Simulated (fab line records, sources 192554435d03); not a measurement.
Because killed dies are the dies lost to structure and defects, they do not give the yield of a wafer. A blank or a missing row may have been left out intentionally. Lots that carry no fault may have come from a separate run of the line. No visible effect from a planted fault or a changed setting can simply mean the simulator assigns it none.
Chamber matching :: flow n5-finfet :: 3 sister chambers for N5_MIM_TOP_ETCH_PECVD_03 on pecvd-01
The step deposits SiNx from SiH4/NH3/N2, target thk 20 nm, time 17.6 s. 6 wafers are shown with their chamber, then 7 later ones without.

## WAFERS PAIRED WITH THEIR CHAMBERS
wafer: L785.6
chamber: 0
showerhead-plenum-p-Torr (Torr): 5.05
throttle-valve-pct (%): 39.7

wafer: L798.2
chamber: 1
showerhead-plenum-p-Torr (Torr): 5.27
throttle-valve-pct (%): 42.7

wafer: L798.5
chamber: 2
showerhead-plenum-p-Torr (Torr): 5.19
throttle-valve-pct (%): 37.9

wafer: L798.6
chamber: 1
showerhead-plenum-p-Torr (Torr): 5.29
throttle-valve-pct (%): 42.9

wafer: L799.1
chamber: 0
showerhead-plenum-p-Torr (Torr): 5.07
throttle-valve-pct (%): 40.1

wafer: L799.2
chamber: 2
showerhead-plenum-p-Torr (Torr): 5.19
throttle-valve-pct (%): 37.8

## WAFERS WITHOUT THEIR CHAMBER
wafer: L799.3
showerhead-plenum-p-Torr (Torr): 5.28
throttle-valve-pct (%): 42.8

wafer: L802.1
showerhead-plenum-p-Torr (Torr): 5.28
throttle-valve-pct (%): 43.0

wafer: L802.2
showerhead-plenum-p-Torr (Torr): 5.06
throttle-valve-pct (%): 40.2

wafer: L802.4
showerhead-plenum-p-Torr (Torr): 5.19
throttle-valve-pct (%): 38.1

wafer: L801.2
showerhead-plenum-p-Torr (Torr): 5.19
throttle-valve-pct (%): 38.0

wafer: L801.4
showerhead-plenum-p-Torr (Torr): 5.20
throttle-valve-pct (%): 37.9

wafer: L801.5
showerhead-plenum-p-Torr (Torr): 5.07
throttle-valve-pct (%): 40.0

## WHICH CHAMBER EACH ONE RAN IN
wafer: L799.3
from the rows above: 1
in truth: 1

wafer: L802.1
from the rows above: 1
in truth: 1

wafer: L802.2
from the rows above: 0
in truth: 0

wafer: L802.4
from the rows above: 2
in truth: 2

wafer: L801.2
from the rows above: 2
in truth: 2

wafer: L801.4
from the rows above: 2
in truth: 2

wafer: L801.5
from the rows above: 0
in truth: 0
Placed correctly: 7 of 7. From these rows, 0 cannot be placed. Number placed wrongly: 0.
How it was worked out, from the rows above alone: a wafer's distance from a chamber is the root of the sum, over the readings, of the square of ((its reading less the chamber's mean) divided by the reading's scatter). The wafer belongs to the nearest chamber; if the next one is less than 2 further off, it can't be placed. A chamber's mean is the mean of its shown wafers. The scatter: take each reading less its chamber's mean, square it, sum over the shown wafers, divide by the number of wafers less the number of chambers, and take the root.
